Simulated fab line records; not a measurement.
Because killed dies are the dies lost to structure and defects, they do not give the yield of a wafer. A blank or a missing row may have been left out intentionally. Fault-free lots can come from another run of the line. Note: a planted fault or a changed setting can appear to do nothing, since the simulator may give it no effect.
Lot-split experiment :: flow n5-finfet :: 7 lots, 39 wafers read, on a route of 1938 steps

## THE SPLIT
At N5_FIN_SAQP_HM_DEP_03 (deposits SiNx from SiH4/NH3/N2, target thk 38 nm, time 33.6 s), the setting time-s was moved away from the recipe's 33.6 s on 12 of the 39 wafers read, by -13.5% to +9.9%. All remaining wafers had this setting at the recipe value.

## FROM THE SPLIT TO THE READING: what the file shows between them, 8 steps
- N5_FIN_SAQP_THK_MEAS_05
- N5_FIN_SAQP_PECVD_47: deposits a-Si from SiH4/He, target thk 45 nm, time 36.3 s
- N5_FIN_SAQP_PECVD_48: deposits SiNx from SiH4/NH3/N2, target thk 25 nm, time 22.1 s
- N5_FIN_SAQP_MANDREL2_REMOVE_60: chemistry HBr/Cl2/O2, target a-Si, stops on SiNx, bt time 10 s
- N5_FIN_SAQP_HM_OPEN_33: chemistry CH3F/O2, target SiNx, target depth 49.4 nm, time 70.6 s
- N5_FIN_SAQP_ETCH_34: etches SiO2 in C4F6/O2, target depth 45 nm, time 15 s
- N5_FIN_SAQP_FIN_ETCH_36: etches the open film in HBr/Cl2/O2, target depth 120 nm, time 50.4 s (also split here: bias-w)
- N5_FIN_SAQP_PRECLEAN_38: cleans in O3/DIW, time 45 s

## THE READING
SiNx_of_FIN_SAQP_HM_DEP_03.thk-nm (the simulator's own value, which no gauge read), in nm, at N5_FIN_SAQP_PRECLEAN_45 (cleans in dHF, time 10 s). The file does not state a usual value for it. Here, 27 wafers ran the recipe; their average is 21.2 nm with a standard deviation of 1.2 nm.

wafer: L078.2
tool, chamber at the split: pecvd-01, 0
time-s as run, s: 33.6
against the recipe: recipe
SiNx_of_FIN_SAQP_HM_DEP_03.thk-nm, nm: 20
against lot-mates on the recipe: -

wafer: L078.4
tool, chamber at the split: pecvd-01, 0
time-s as run, s: 33.6
against the recipe: recipe
SiNx_of_FIN_SAQP_HM_DEP_03.thk-nm, nm: 21
against lot-mates on the recipe: -

wafer: L078.5
tool, chamber at the split: pecvd-01, 1
time-s as run, s: 33.6
against the recipe: recipe
SiNx_of_FIN_SAQP_HM_DEP_03.thk-nm, nm: 21.2
against lot-mates on the recipe: -

wafer: L080.1
tool, chamber at the split: pecvd-01, 0
time-s as run, s: 33.6
against the recipe: recipe
SiNx_of_FIN_SAQP_HM_DEP_03.thk-nm, nm: 21
against lot-mates on the recipe: -

wafer: L080.3
tool, chamber at the split: pecvd-01, 1
time-s as run, s: 33.6
against the recipe: recipe
SiNx_of_FIN_SAQP_HM_DEP_03.thk-nm, nm: 21
against lot-mates on the recipe: -

wafer: L080.2
tool, chamber at the split: pecvd-01, 2
time-s as run, s: 33.6
against the recipe: recipe
SiNx_of_FIN_SAQP_HM_DEP_03.thk-nm, nm: 22
against lot-mates on the recipe: -

wafer: L080.4
tool, chamber at the split: pecvd-01, 1
time-s as run, s: 33.6
against the recipe: recipe
SiNx_of_FIN_SAQP_HM_DEP_03.thk-nm, nm: 23
against lot-mates on the recipe: -

wafer: L080.5
tool, chamber at the split: pecvd-01, 0
time-s as run, s: 33.6
against the recipe: recipe
SiNx_of_FIN_SAQP_HM_DEP_03.thk-nm, nm: 24.2
against lot-mates on the recipe: -

wafer: L080.6
tool, chamber at the split: pecvd-01, 2
time-s as run, s: 33.6
against the recipe: recipe
SiNx_of_FIN_SAQP_HM_DEP_03.thk-nm, nm: 21.8
against lot-mates on the recipe: -

wafer: L081.1
tool, chamber at the split: pecvd-02, 2
time-s as run, s: 33.6
against the recipe: recipe
SiNx_of_FIN_SAQP_HM_DEP_03.thk-nm, nm: 20
against lot-mates on the recipe: -

wafer: L081.3
tool, chamber at the split: pecvd-02, 1
time-s as run, s: 33.6
against the recipe: recipe
SiNx_of_FIN_SAQP_HM_DEP_03.thk-nm, nm: 20
against lot-mates on the recipe: -

wafer: L081.2
tool, chamber at the split: pecvd-02, 0
time-s as run, s: 33.6
against the recipe: recipe
SiNx_of_FIN_SAQP_HM_DEP_03.thk-nm, nm: 21
against lot-mates on the recipe: -

wafer: L081.4
tool, chamber at the split: pecvd-02, 2
time-s as run, s: 35.4
against the recipe: +5.4%
SiNx_of_FIN_SAQP_HM_DEP_03.thk-nm, nm: 21.6
against lot-mates on the recipe: +1.3

wafer: L081.5
tool, chamber at the split: pecvd-02, 0
time-s as run, s: 35.4
against the recipe: +5.4%
SiNx_of_FIN_SAQP_HM_DEP_03.thk-nm, nm: 23.4
against lot-mates on the recipe: +3.1

wafer: L081.6
tool, chamber at the split: pecvd-02, 1
time-s as run, s: 35.4
against the recipe: +5.4%
SiNx_of_FIN_SAQP_HM_DEP_03.thk-nm, nm: 21.4
against lot-mates on the recipe: +1.1

wafer: L085.1
tool, chamber at the split: pecvd-04, 0
time-s as run, s: 29.08
against the recipe: -13.5%
SiNx_of_FIN_SAQP_HM_DEP_03.thk-nm, nm: 17.8
against lot-mates on the recipe: -4.3

wafer: L085.2
tool, chamber at the split: pecvd-04, 2
time-s as run, s: 33.6
against the recipe: recipe
SiNx_of_FIN_SAQP_HM_DEP_03.thk-nm, nm: 21.4
against lot-mates on the recipe: -

wafer: L085.3
tool, chamber at the split: pecvd-04, 1
time-s as run, s: 33.6
against the recipe: recipe
SiNx_of_FIN_SAQP_HM_DEP_03.thk-nm, nm: 21.2
against lot-mates on the recipe: -

wafer: L085.4
tool, chamber at the split: pecvd-04, 0
time-s as run, s: 29.08
against the recipe: -13.5%
SiNx_of_FIN_SAQP_HM_DEP_03.thk-nm, nm: 17.4
against lot-mates on the recipe: -4.7

wafer: L085.5
tool, chamber at the split: pecvd-04, 2
time-s as run, s: 33.6
against the recipe: recipe
SiNx_of_FIN_SAQP_HM_DEP_03.thk-nm, nm: 23.6
against lot-mates on the recipe: -

wafer: L085.6
tool, chamber at the split: pecvd-04, 1
time-s as run, s: 29.08
against the recipe: -13.5%
SiNx_of_FIN_SAQP_HM_DEP_03.thk-nm, nm: 17.2
against lot-mates on the recipe: -4.9

wafer: L086.1
tool, chamber at the split: pecvd-02, 0
time-s as run, s: 33.6
against the recipe: recipe
SiNx_of_FIN_SAQP_HM_DEP_03.thk-nm, nm: 22
against lot-mates on the recipe: -

wafer: L086.2
tool, chamber at the split: pecvd-02, 2
time-s as run, s: 33.6
against the recipe: recipe
SiNx_of_FIN_SAQP_HM_DEP_03.thk-nm, nm: 19.2
against lot-mates on the recipe: -

wafer: L086.3
tool, chamber at the split: pecvd-02, 1
time-s as run, s: 29.98
against the recipe: -10.8%
SiNx_of_FIN_SAQP_HM_DEP_03.thk-nm, nm: 16.8
against lot-mates on the recipe: -3.9

wafer: L086.4
tool, chamber at the split: pecvd-02, 2
time-s as run, s: 33.6
against the recipe: recipe
SiNx_of_FIN_SAQP_HM_DEP_03.thk-nm, nm: 21
against lot-mates on the recipe: -

wafer: L086.5
tool, chamber at the split: pecvd-02, 0
time-s as run, s: 29.98
against the recipe: -10.8%
SiNx_of_FIN_SAQP_HM_DEP_03.thk-nm, nm: 17.2
against lot-mates on the recipe: -3.5

wafer: L086.6
tool, chamber at the split: pecvd-02, 1
time-s as run, s: 29.98
against the recipe: -10.8%
SiNx_of_FIN_SAQP_HM_DEP_03.thk-nm, nm: 15.8
against lot-mates on the recipe: -4.9

wafer: L089.1
tool, chamber at the split: pecvd-01, 0
time-s as run, s: 36.92
against the recipe: +9.9%
SiNx_of_FIN_SAQP_HM_DEP_03.thk-nm, nm: 24.6
against lot-mates on the recipe: +4.5

wafer: L089.2
tool, chamber at the split: pecvd-01, 2
time-s as run, s: 33.6
against the recipe: recipe
SiNx_of_FIN_SAQP_HM_DEP_03.thk-nm, nm: 19.8
against lot-mates on the recipe: -

wafer: L089.3
tool, chamber at the split: pecvd-01, 0
time-s as run, s: 33.6
against the recipe: recipe
SiNx_of_FIN_SAQP_HM_DEP_03.thk-nm, nm: 19.2
against lot-mates on the recipe: -

wafer: L089.4
tool, chamber at the split: pecvd-01, 2
time-s as run, s: 36.92
against the recipe: +9.9%
SiNx_of_FIN_SAQP_HM_DEP_03.thk-nm, nm: 24.2
against lot-mates on the recipe: +4.1

wafer: L089.5
tool, chamber at the split: pecvd-01, 0
time-s as run, s: 36.92
against the recipe: +9.9%
SiNx_of_FIN_SAQP_HM_DEP_03.thk-nm, nm: 23.2
against lot-mates on the recipe: +3.1

wafer: L089.6
tool, chamber at the split: pecvd-01, 2
time-s as run, s: 33.6
against the recipe: recipe
SiNx_of_FIN_SAQP_HM_DEP_03.thk-nm, nm: 21.2
against lot-mates on the recipe: -

wafer: L096.1
tool, chamber at the split: pecvd-04, 0
time-s as run, s: 33.6
against the recipe: recipe
SiNx_of_FIN_SAQP_HM_DEP_03.thk-nm, nm: 20.8
against lot-mates on the recipe: -

wafer: L096.6
tool, chamber at the split: pecvd-04, 1
time-s as run, s: 33.6
against the recipe: recipe
SiNx_of_FIN_SAQP_HM_DEP_03.thk-nm, nm: 20.8
against lot-mates on the recipe: -

wafer: L096.2
tool, chamber at the split: pecvd-04, 2
time-s as run, s: 33.6
against the recipe: recipe
SiNx_of_FIN_SAQP_HM_DEP_03.thk-nm, nm: 19.8
against lot-mates on the recipe: -

wafer: L096.3
tool, chamber at the split: pecvd-04, 1
time-s as run, s: 33.6
against the recipe: recipe
SiNx_of_FIN_SAQP_HM_DEP_03.thk-nm, nm: 21.4
against lot-mates on the recipe: -

wafer: L096.5
tool, chamber at the split: pecvd-04, 0
time-s as run, s: 33.6
against the recipe: recipe
SiNx_of_FIN_SAQP_HM_DEP_03.thk-nm, nm: 21.4
against lot-mates on the recipe: -

wafer: L096.4
tool, chamber at the split: pecvd-04, 2
time-s as run, s: 33.6
against the recipe: recipe
SiNx_of_FIN_SAQP_HM_DEP_03.thk-nm, nm: 22.6
against lot-mates on the recipe: -

THE FIT
A straight line over all 39 wafers: SiNx_of_FIN_SAQP_HM_DEP_03.thk-nm changes by +0.309 nm for each +1% of time-s; r = +0.84; the points scatter about the line by 1.2 nm.
The same after taking each lot's own level away (the mean of its wafers on the recipe; 39 wafers): +0.366 nm for each +1%; r = +0.92; scatter 0.88 nm.
On that fit, the largest move of time-s shifts the reading by 4.9 nm.
The span of the lots' own levels, 20.07 to 22.17 nm, comes to 1.8 times the standard deviation stated above.
Thus the slope moves with the lot-to-lot level: the two fits are different.
Check: with one of the wafers moved furthest among these (-13.5%) left out of the fit, the line predicts -5.02 nm for it against its lot-mates. Against them it came out at -4.27 nm.

## THE OTHER SPLITS THESE WAFERS WENT THROUGH
Other splits were also applied to these wafers ahead of the reading. Each is held against what the fit with the lots' levels taken away leaves over:
other split on the same wafers: N5_WELL_APT_EXPOSE_05 dose-mj
wafers away from the commonest value: 18
r with SiNx_of_FIN_SAQP_HM_DEP_03.thk-nm (lot level and that fit taken away): +0.08

other split on the same wafers: N5_FIN_SAQP_FIN_ETCH_36 bias-w
wafers away from the commonest value: 12
r with SiNx_of_FIN_SAQP_HM_DEP_03.thk-nm (lot level and that fit taken away): -0.42

## THE WHOLE CHAIN: every reading that the file lists as answering this split, in the file's order
step: N5_FIN_SAQP_HM_DEP_03
what it does: deposits SiNx from SiH4/NH3/N2, target thk 38 nm, time 33.6 s
reading: SiNx_of_FIN_SAQP_HM_DEP_03.thk-nm (the simulator's own value, which no gauge read)
change (the file's fit): +0.385 nm for each +1% of the setting
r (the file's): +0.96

step: N5_FIN_SAQP_THK_MEAS_05
what it does: 
reading: thk-nm
change (the file's fit): withheld for each +1% of the setting
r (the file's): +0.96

step: N5_FIN_SAQP_HM_OPEN_33
what it does: chemistry CH3F/O2, target SiNx, target depth 49.4 nm, time 70.6 s
reading: etch-rf-on-time-s
change (the file's fit): withheld for each +1% of the setting
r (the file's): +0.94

step: N5_FIN_SAQP_HM_OPEN_33
what it does: chemistry CH3F/O2, target SiNx, target depth 49.4 nm, time 70.6 s
reading: etch.depth-nm (the simulator's own value, which no gauge read)
change (the file's fit): +0.385 nm for each +1% of the setting
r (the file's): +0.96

step: N5_FIN_SAQP_ETCH_34
what it does: etches SiO2 in C4F6/O2, target depth 45 nm, time 15 s
reading: SiNx_of_FIN_SAQP_HM_DEP_03.thk-nm (the simulator's own value, which no gauge read)
change (the file's fit): +0.381 nm for each +1% of the setting
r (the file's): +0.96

step: N5_FIN_SAQP_FIN_ETCH_36
what it does: etches the open film in HBr/Cl2/O2, target depth 120 nm, time 50.4 s
reading: SiNx_of_FIN_SAQP_HM_DEP_03.thk-nm (the simulator's own value, which no gauge read)
change (the file's fit): +0.365 nm for each +1% of the setting
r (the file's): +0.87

step: N5_FIN_SAQP_PRECLEAN_45
what it does: cleans in dHF, time 10 s
reading: SiNx_of_FIN_SAQP_HM_DEP_03.thk-nm (the simulator's own value, which no gauge read)
change (the file's fit): +0.366 nm for each +1% of the setting
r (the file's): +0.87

## FILE'S OWN FIT
SiNx_of_FIN_SAQP_HM_DEP_03.thk-nm changes by +0.366 nm for each +1% of time-s, r = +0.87.
